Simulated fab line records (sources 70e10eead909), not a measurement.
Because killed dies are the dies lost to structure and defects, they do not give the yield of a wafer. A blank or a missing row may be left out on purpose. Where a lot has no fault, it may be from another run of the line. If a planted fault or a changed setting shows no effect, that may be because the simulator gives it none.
fab line records	flow nand_harc
record lots=6	wafers=18	last_day=33
route steps=1302 shown A_SLIT@926 END@1302
lots untouched by any fault: they come from a run of this same line in which no faults occurred
start_h: the number of hours between the record's first day and the start of the first shown wafer of the lot	wait_h: how many hours have passed since the lot's step before this one	" the same as in the row above	L1.1+2: a single row standing in for several wafers	- value missing, or start not given	* or withheld: withheld	< > ~ a bound
route shown NAME@n: NAME is a module with steps in the file, n the number in the route of the first one	usual: the fault-free wafers' mean and standard deviation	same: alike in all rows	chamber/n: place in a boat	sites: the reading at each site	_std_site: standard deviation across them	_edge_site: outer sites' mean less inner sites'	radius_mm: how far each site lies from the wafer's centre	mask NAME#n: copy n	behind: the last tool/chamber to shape the wafer	hold: what put the lot on hold/how long, in hours/how the hold closed	device: the transistor (n, p or np) that didn't switch	end of line: the tests these same wafers got at the end of their route	a step given without rows: its recipe and nothing more	killed: not the wafer's yield, but the dies lost to structure and defects at the first sort	map: shows each die of a wafer: x if killed, . if not, _ if none is there
set.NAME: the setting that was run; set.NAME@STEP: the one run at that earlier step	model.NAME: the simulator's own value behind a step, which no gauge read
a table for each step, a row for each wafer; lots at some steps of the route
services: the hour from which a tool's chamber was out of use, counted from the record's first day as start_h (under 0 if before that day), plus the number of hours and why
## steps
# step NHARC_A_SLIT_HMDS_02
# recipe time_s=30
# step NHARC_A_SLIT_COAT_03
# recipe spin_rpm=1500	resist_thk_nm=90
# step NHARC_A_SLIT_SOFTBAKE_04
# recipe temp_c=105	time_s=55
# step NHARC_A_SLIT_EBR_05
# step NHARC_A_SLIT_EXPOSE_06
# recipe na=1.35	dose_mj=60.82	mask_id=SLIT
# step NHARC_A_SLIT_PEB_07
# recipe peb_temp_c=100	peb_time_s=65
# step NHARC_A_SLIT_DEVELOP_08
# recipe develop_time_s=35	dev_temp_c=23
# step NHARC_A_SLIT_CD_MEAS_09
# recipe target_cd_nm=300	landing_energy_ev=500
# usual cd_nm=300.0/0.47
lot.wafer	tool	chamber	start_h	wait_h	cd_nm
L977.2	cd_sem-02	0	468.70	-	300.0
L977.5	"	0	"	"	299.6
L977.6	"	0	"	"	299.0
L979.3	cd_sem-03	0	515.92	-	300.6
L979.4	"	0	"	"	300.4
L979.6	"	0	"	"	299.9
L982.3	cd_sem-02	0	517.23	-	300.0
L982.4	"	0	"	"	299.4
L982.6	"	0	"	"	300.2
L988.2	cd_sem-02	0	596.70	-	299.6
L988.3	"	0	"	"	300.1
L988.4	"	0	"	"	299.8
L995.1	cd_sem-02	0	654.98	-	299.3
L995.2	"	0	"	"	300.5
L995.5	"	0	"	"	300.4
L996.1	cd_sem-02	0	680.84	-	300.8
L996.2	"	0	"	"	301.1
L996.6	"	0	"	"	301.0
# step NHARC_A_SLIT_OVL_MEAS_10
# usual overlay_x_nm=-0.1/0.79	overlay_y_nm=0.2/0.93
lot.wafer	tool	chamber	start_h	wait_h	overlay_x_nm	overlay_y_nm
L977.2	overlay-01	-	468.78	-	0.2	-0.5
L977.5	"	-	"	"	0.5	-0.6
L977.6	"	-	"	"	0.4	-0.6
L979.3	overlay-02	-	516.01	-	1.0	0.0
L979.4	"	-	"	"	0.6	0.8
L979.6	"	-	"	"	1.1	0.3
L982.3	overlay-02	-	517.31	-	0.8	-2.0
L982.4	"	-	"	"	0.2	-2.7
L982.6	"	-	"	"	0.0	-2.3
L988.2	overlay-02	-	596.79	-	0.3	0.5
L988.3	"	-	"	"	0.2	0.7
L988.4	"	-	"	"	0.1	0.3
L995.1	overlay-01	-	655.07	-	-0.8	0.5
L995.2	"	-	"	"	-0.5	0.6
L995.5	"	-	"	"	-1.1	0.5
L996.1	overlay-02	-	680.92	-	-1.3	0.0
L996.2	"	-	"	"	-0.9	-0.7
L996.6	"	-	"	"	-1.9	0.1
# step NHARC_A_SLIT_INSPECT_11
# usual raw_defect_count=61/23
lot.wafer	tool	chamber	start_h	wait_h	raw_defect_count
L977.2	defect_inspect-02	-	468.82	0.0	73
L977.5	"	-	"	"	71
L977.6	"	-	"	"	50
L979.3	defect_inspect-02	-	516.04	0.0	63
L979.4	"	-	"	"	67
L979.6	"	-	"	"	80
L982.3	defect_inspect-02	-	517.35	0.0	70
L982.4	"	-	"	"	77
L982.6	"	-	"	"	73
L988.2	defect_inspect-01	-	596.82	0.0	87
L988.3	"	-	"	"	72
L988.4	"	-	"	"	90
L995.1	defect_inspect-02	-	655.10	0.0	46
L995.2	"	-	"	"	57
L995.5	"	-	"	"	46
L996.1	defect_inspect-01	-	680.96	0.0	81
L996.2	"	-	"	"	66
L996.6	"	-	"	"	66
# step NHARC_A_SLIT_DESCUM_14
# recipe time_s=3	o2_flow_sccm=200	ar_flow_sccm=0	bias_power_w=0	chemistry=O2
# usual drypump_motor_current_A=5.7/0.42	oes_product_au=0.996/0.011	rf_vpp_V=57.6/0.88	showerhead_plenum_p_Torr=1.88/0.059	throttle_valve_pct=11.310/0.0098
# same bias_power_w=0
lot.wafer	tool	chamber	start_h	wait_h	drypump_motor_current_A	oes_product_au	rf_hours_counter_h	rf_vpp_V	showerhead_plenum_p_Torr	throttle_valve_pct
L977.2	rie_diel-06	1	468.88	0.1	5.6	0.998	6.6	56.3	1.92	11.311
L977.6	"	1	"	"	5.7	1.015	-	57.3	1.92	11.335
L977.5	"	2	"	"	6.2	0.993	-	58.0	1.91	11.300
L979.4	rie_diel-02	3	516.11	0.1	6.3	0.980	6.5	58.0	1.83	11.324
L979.3	"	0	"	"	5.7	0.995	6.5	57.2	1.80	11.310
L979.6	"	2	"	"	4.9	1.001	-	57.7	1.80	11.313
L982.4	rie_diel-02	2	517.42	0.1	4.9	1.012	5.9	58.6	1.80	11.311
L982.3	"	0	"	"	5.8	1.002	6.9	56.9	1.80	11.313
L982.6	"	1	"	"	5.8	0.995	-	58.6	1.96	11.296
L988.4	rie_diel-02	0	596.89	0.1	5.7	0.990	0.6	57.1	1.80	11.302
L988.3	"	2	"	"	4.9	1.018	1.0	57.2	1.80	11.312
L988.2	"	3	"	"	6.3	0.987	0.9	58.6	1.83	11.305
L995.2	rie_diel-06	1	655.17	0.1	5.7	0.997	10.5	58.5	1.92	11.290
L995.1	"	2	"	"	6.2	1.002	9.7	56.6	1.90	11.327
L995.5	"	0	"	"	5.1	1.006	-	57.1	1.81	11.301
L996.1	rie_diel-11	3	681.02	0.1	5.8	0.987	1.5	55.6	1.89	11.326
L996.2	"	2	"	"	6.1	1.020	2.3	58.3	1.95	11.309
L996.6	"	0	"	"	5.7	1.006	-	57.1	1.88	11.303
# step NHARC_A_SLIT_ETCH_24
# recipe target_depth_a=1210	time_s=60.5	cf4_flow_sccm=100	chf3_flow_sccm=30	ar_flow_sccm=0	rf_w=500	bias_w=200	chemistry=CF4/CHF3
# usual drypump_motor_current_A=5.7/0.41	oes_product_au=0.960/0.017	rf_vpp_V=369.9/1.8	showerhead_plenum_p_Torr=1.55/0.048	throttle_valve_pct=16.803/0.0084
lot.wafer	tool	chamber	start_h	wait_h	drypump_motor_current_A	oes_product_au	rf_hours_counter_h	rf_vpp_V	showerhead_plenum_p_Torr	throttle_valve_pct
L977.2	rie_diel-06	2	468.99	0.1	6.2	0.953	8.2	371.6	1.57	16.804
L977.5	"	2	"	"	6.2	0.959	-	370.3	1.57	16.803
L977.6	"	0	"	"	5.2	0.959	-	368.2	1.50	16.794
L979.3	rie_diel-02	0	516.19	0.1	5.8	0.971	6.5	367.2	1.49	16.803
L979.4	"	1	"	"	5.8	0.970	4.9	372.5	1.61	16.814
L979.6	"	0	"	"	5.7	0.970	-	367.8	1.49	16.795
L982.4	rie_diel-02	3	517.49	0.1	6.3	0.975	7.0	369.8	1.51	16.806
L982.3	"	2	"	"	4.9	0.976	5.9	368.4	1.48	16.808
L982.6	"	3	"	"	6.3	0.969	-	368.0	1.51	16.804
L988.3	rie_diel-02	1	596.97	0.1	5.8	0.950	0.7	372.7	1.61	16.784
L988.2	"	3	"	"	6.3	0.960	0.9	369.3	1.51	16.798
L988.4	"	0	"	"	5.7	0.961	0.6	366.5	1.49	16.788
L995.1	rie_diel-06	2	655.25	0.1	6.2	0.993	9.7	369.9	1.57	16.805
L995.2	"	0	"	"	5.2	0.966	8.7	368.7	1.50	16.826
L995.5	"	3	"	"	6.0	0.970	-	372.9	1.65	16.808
L996.1	rie_diel-11	1	681.11	0.1	5.3	0.981	2.4	371.2	1.56	16.802
L996.2	"	2	"	"	6.1	0.996	2.3	370.6	1.60	16.809
L996.6	"	1	"	"	5.4	0.983	-	371.8	1.56	16.786
# step NHARC_A_SLIT_ETCH_15
# recipe target_depth_a=62000	over_etch_frac=0.3	time_s=1612	ion_energy_ev=150	o2_flow_sccm=400	cos_flow_sccm=20	ar_flow_sccm=0	rf_w=500	bias_w=300	chemistry=O2/COS
# usual drypump_motor_current_A=5.7/0.4	oes_product_au=0.997/0.011	rf_vpp_V=313.7/1.6	showerhead_plenum_p_Torr=3.08/0.093	throttle_valve_pct=28.330/0.0097
lot.wafer	tool	chamber	start_h	wait_h	drypump_motor_current_A	oes_product_au	rf_hours_counter_h	rf_vpp_V	showerhead_plenum_p_Torr	throttle_valve_pct
L977.2	rie_diel-06	0	469.08	-	5.2	1.001	7.8	311.7	2.97	28.350
L977.5	"	0	"	"	5.2	1.014	-	313.8	2.97	28.327
L977.6	"	1	"	"	5.7	1.000	-	314.3	3.13	28.335
L979.3	rie_diel-02	1	516.28	-	5.8	1.250	5.2	314.4	3.19	28.343
L979.4	"	0	"	"	5.7	1.253	6.7	311.0	2.95	28.310
L979.6	"	2	"	"	4.9	1.265	-	312.0	2.94	28.340
L982.3	rie_diel-02	3	517.58	-	6.3	1.229	7.3	311.9	3.00	28.351
L982.4	"	2	"	"	4.9	1.268	6.2	312.1	2.94	28.319
L982.6	"	3	"	"	6.3	1.225	-	312.4	3.00	28.319
L988.3	rie_diel-02	1	597.17	-	5.8	0.987	0.9	314.5	3.19	28.322
L988.2	"	2	"	"	4.9	1.024	1.2	311.8	2.94	28.326
L988.4	"	3	"	"	6.4	0.989	1.2	311.3	3.00	28.315
L995.2	rie_diel-06	3	655.34	-	6.0	0.983	8.2	315.9	3.28	28.318
L995.1	"	1	"	"	5.7	0.990	10.7	314.2	3.13	28.318
L995.5	"	3	"	"	6.0	0.964	-	315.3	3.28	28.341
L996.1	rie_diel-11	1	681.20	-	5.3	0.997	2.6	313.5	3.10	28.329
L996.2	"	3	"	"	5.8	0.992	1.7	313.0	3.09	28.343
L996.6	"	2	"	"	6.1	1.026	-	314.9	3.18	28.335
# step NHARC_A_SLIT_ETCH_17
# recipe bias_v=900	source_w=withheld	pressure_mtorr=20	ar_flow_sccm=375	c4f8_flow_sccm=83.3	o2_flow_sccm=41.7	time_s=4254.5	target_depth_a=2.03e+05	chemistry=C4F8/O2/Ar
# usual drypump_motor_current_A=5.4/0.32	showerhead_plenum_p_Torr=3.69/0.16	throttle_valve_pct=32.045/0.0087
lot.wafer	tool	chamber	start_h	wait_h	drypump_motor_current_A	rf_hours_counter_h	showerhead_plenum_p_Torr	throttle_valve_pct
L977.2	har_etch-01	0	470.39	-	5.3	257	3.45	32.049
L977.6	"	0	472.82	-	5.3	-	3.45	32.050
L977.5	"	1	"	"	5.4	-	3.65	32.032
L979.4	har_etch-02	1	518.56	-	5.7	-	3.90	32.047
L979.3	"	0	"	"	5.0	-	3.68	32.053
L979.6	"	0	520.37	-	5.0	-	3.68	32.045
L982.4	har_etch-01	1	519.86	-	5.5	-	3.63	32.050
L982.3	"	0	"	"	5.3	-	3.43	32.043
L982.6	"	1	"	"	5.5	-	3.63	32.051
L988.2	har_etch-02	1	598.53	-	5.7	114	3.87	32.055
L988.3	"	1	599.72	-	5.7	-	3.88	32.045
L988.4	"	0	"	"	5.0	-	3.65	32.052
L995.2	har_etch-02	0	659.26	-	5.0	157	3.63	32.044
L995.1	"	1	"	"	5.8	157	3.85	32.031
L995.5	"	0	661.68	-	5.0	-	3.63	32.042
L996.2	har_etch-02	0	682.29	-	5.0	172	3.62	32.043
L996.1	"	1	"	"	5.7	172	3.84	32.039
L996.6	"	1	685.33	-	5.7	-	3.84	32.036
# step NHARC_END_SORT_01
# recipe temp_c=25
# usual killed_at_array=50/16	killed_at_other=0.8/1	killed_at_periphery=4/3.1	killed_dies=54/16	killed_open=3.2/2	killed_short=2.5/1.6
# same gross_dies=677
lot.wafer	tool	chamber	start_h	wait_h	killed_at_array	killed_at_other	killed_at_periphery	killed_dies	killed_open	killed_short
L977.2	prober-02	0	589.21	2.8	75	0	2	77	6	1
L977.5	prober-02	0	591.61	3.7	49	3	3	55	4	3
L977.6	prober-02	0	592.41	4.0	63	1	1	65	2	5
L979.3	prober-02	0	627.40	3.1	31	4	0	35	1	3
L979.4	prober-02	0	628.19	3.4	53	0	2	55	3	1
L979.6	prober-02	0	629.79	4.0	57	0	1	58	3	2
L995.1	prober-01	0	773.61	2.5	50	2	4	56	2	3
L995.2	prober-01	0	774.42	2.8	46	1	6	53	9	3
L995.5	prober-01	0	776.86	3.7	35	0	6	41	1	1
L996.1	prober-02	0	790.08	2.5	61	0	1	62	2	2
L996.2	prober-02	0	790.86	2.8	45	0	1	46	3	2
L996.6	prober-02	0	793.99	3.9	59	1	3	63	3	2
# killed by level:class
L977.2 A_CHANNEL_HOLE_D1:chamber_film_flake=34 A_SLIT:chamber_film_flake=24 A_CHANNEL_HOLE_D2:chamber_film_flake=5 A_CONTACT:chamber_film_flake=4 A_CHANNEL_FILL_D1:geometric_particle:open=2 A_CHANNEL_FILL_D1:chamber_film_flake=2 P_CONTACT:geometric_particle:open=1 P_M2:geometric_particle:open=1
L977.5 A_CHANNEL_HOLE_D1:chamber_film_flake=19 A_SLIT:chamber_film_flake=14 A_CHANNEL_HOLE_D2:chamber_film_flake=4 A_WL_FILL:chamber_film_flake=4 THIN_TSV:chamber_film_flake=3 A_CHANNEL_FILL_D1:geometric_particle:short=2 A_WL_FILL:geometric_particle:open=2 P_ZERO_WELL:chamber_film_flake=2
L977.6 A_CHANNEL_HOLE_D1:chamber_film_flake=26 A_SLIT:chamber_film_flake=19 A_CHANNEL_HOLE_D2:chamber_film_flake=6 A_CONTACT:chamber_film_flake=3 A_DECK1_JOINT:geometric_particle:short=1 A_ONON_D2:geometric_particle:short=1 A_CHANNEL_FILL_D2:geometric_particle:short=1 A_BLC:geometric_particle:short=1
L979.3 A_CHANNEL_HOLE_D1:chamber_film_flake=17 A_CHANNEL_HOLE_D2:chamber_film_flake=7 THIN_TSV:chamber_film_flake=4 A_ONON_D1:geometric_particle:short=2 A_CONTACT:chamber_film_flake=2 A_CHANNEL_FILL_D1:geometric_particle:short=1 A_CHANNEL_FILL_D2:geometric_particle:open=1 A_STAIRCASE:chamber_film_flake=1
L979.4 A_CHANNEL_HOLE_D1:chamber_film_flake=30 A_CHANNEL_HOLE_D2:chamber_film_flake=9 A_CONTACT:chamber_film_flake=4 A_M0:chamber_film_flake=2 P_CONTACT:geometric_particle:open=1 A_WL_FILL:geometric_particle:open=1 A_M0:geometric_particle:open=1 A_M0:geometric_particle:short=1
L979.6 A_CHANNEL_HOLE_D1:chamber_film_flake=33 A_CHANNEL_HOLE_D2:chamber_film_flake=10 A_CONTACT:chamber_film_flake=5 P_CONTACT:geometric_particle:open=1 A_ONON_D1:geometric_particle:short=1 A_CHANNEL_FILL_D1:geometric_particle:open=1 A_ONON_D2:geometric_particle:short=1 A_SGD_CUT:geometric_particle:open=1
L995.1 A_CHANNEL_HOLE_D2:chamber_film_flake=25 A_SLIT:chamber_film_flake=9 A_CONTACT:chamber_film_flake=6 P_M1:chamber_film_flake=2 A_WL_FILL:chamber_film_flake=2 THIN_TSV:chamber_film_flake=2 A_SOURCE_PLATE:geometric_particle:open=1 A_ONON_D1:geometric_particle:short=1
L995.2 A_CHANNEL_HOLE_D2:chamber_film_flake=21 A_SLIT:chamber_film_flake=6 A_CHANNEL_FILL_D1:chamber_film_flake=3 P_ZERO_WELL:chamber_film_flake=2 A_STAIRCASE:chamber_film_flake=2 A_CONTACT:chamber_film_flake=2 P_STI:geometric_particle:open=1 P_M0:geometric_particle:short=1
L995.5 A_CHANNEL_HOLE_D2:chamber_film_flake=20 A_SLIT:chamber_film_flake=5 P_GATE:chamber_film_flake=3 A_WL_FILL:chamber_film_flake=3 P_ZERO_WELL:chamber_film_flake=2 A_CHANNEL_HOLE_D1:chamber_film_flake=2 A_CONTACT:chamber_film_flake=2 P_GATE:geometric_particle:short=1
L996.1 A_CHANNEL_HOLE_D2:chamber_film_flake=22 A_CHANNEL_HOLE_D1:chamber_film_flake=14 A_SLIT:chamber_film_flake=11 A_CONTACT:chamber_film_flake=5 A_STAIRCASE:chamber_film_flake=3 P_GATE:geometric_particle:open=1 A_CHANNEL_FILL_D1:geometric_particle:open=1 A_DECK1_JOINT:geometric_particle:short=1
L996.2 A_CHANNEL_HOLE_D2:chamber_film_flake=18 A_CHANNEL_HOLE_D1:chamber_film_flake=9 A_SLIT:chamber_film_flake=4 A_CONTACT:chamber_film_flake=3 A_DECK1_JOINT:chamber_film_flake=2 A_CHANNEL_FILL_D2:chamber_film_flake=2 P_M0:geometric_particle:short=1 A_ONON_D1:geometric_particle:open=1
L996.6 A_CHANNEL_HOLE_D2:chamber_film_flake=26 A_CHANNEL_HOLE_D1:chamber_film_flake=11 A_SLIT:chamber_film_flake=9 A_CONTACT:chamber_film_flake=6 P_ZERO_WELL:chamber_film_flake=2 A_CHANNEL_FILL_D2:chamber_film_flake=2 A_CHANNEL_FILL_D1:geometric_particle:short=1 A_CHANNEL_HOLE_D2:geometric_particle:open=1
## services
tool	chamber	start_h	hours	kind
rie_diel-02	0	451.70	-	clean
rie_diel-02	1	451.70	-	clean
rie_diel-02	2	451.70	-	clean
rie_diel-02	3	451.70	-	clean
rie_diel-06	3	462.93	16.6	repair
rie_diel-11	-	468.65	0.8	repair
rie_diel-02	0	476.20	-	clean
rie_diel-02	1	476.20	-	clean
rie_diel-06	-	484.22	9.0	pm
rie_diel-11	3	494.17	3.7	repair
rie_diel-06	3	503.65	4.3	repair
rie_diel-11	-	510.07	1.7	repair
rie_diel-02	2	526.87	5.0	repair
rie_diel-11	0	556.27	22.8	repair
rie_diel-02	-	570.73	9.0	pm
rie_diel-11	2	574.22	5.0	repair
rie_diel-11	-	609.50	9.0	pm
rie_diel-02	1	614.77	5.5	repair
rie_diel-11	-	625.14	0.3	repair
rie_diel-02	-	627.10	0.5	repair
rie_diel-02	1	644.09	16.7	repair
rie_diel-11	1	651.62	2.1	repair
rie_diel-06	-	661.22	9.0	pm
har_etch-01	-	680.78	4.8	repair
## key
first_sign step=NHARC_A_SLIT_ETCH_15	reading=oes_product_au	direction=up	sigmas=24	usual=0.997	struck=1.248
effect none on later readings
met_at NHARC_A_SLIT_ETCH_15
struck_wafers L979.3,L979.4,L979.6,L982.3,L982.4,L982.6
tester_left_out L979,L982
fault kind=process_parameter_drift	tool=rie_diel-02	chamber=-	onset_h=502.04	steps=NHARC_A_SLIT_ETCH_15	channel=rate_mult	offset=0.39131	shape=step	end_h=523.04
# tester_left_out: of these lots the tester's yield and bins aren't shown, on N5 and GAA mostly nor the transistor test; their killed dies are dies lost to structure and defects alone, not to doping, threshold or leakage, so they don't give the yield
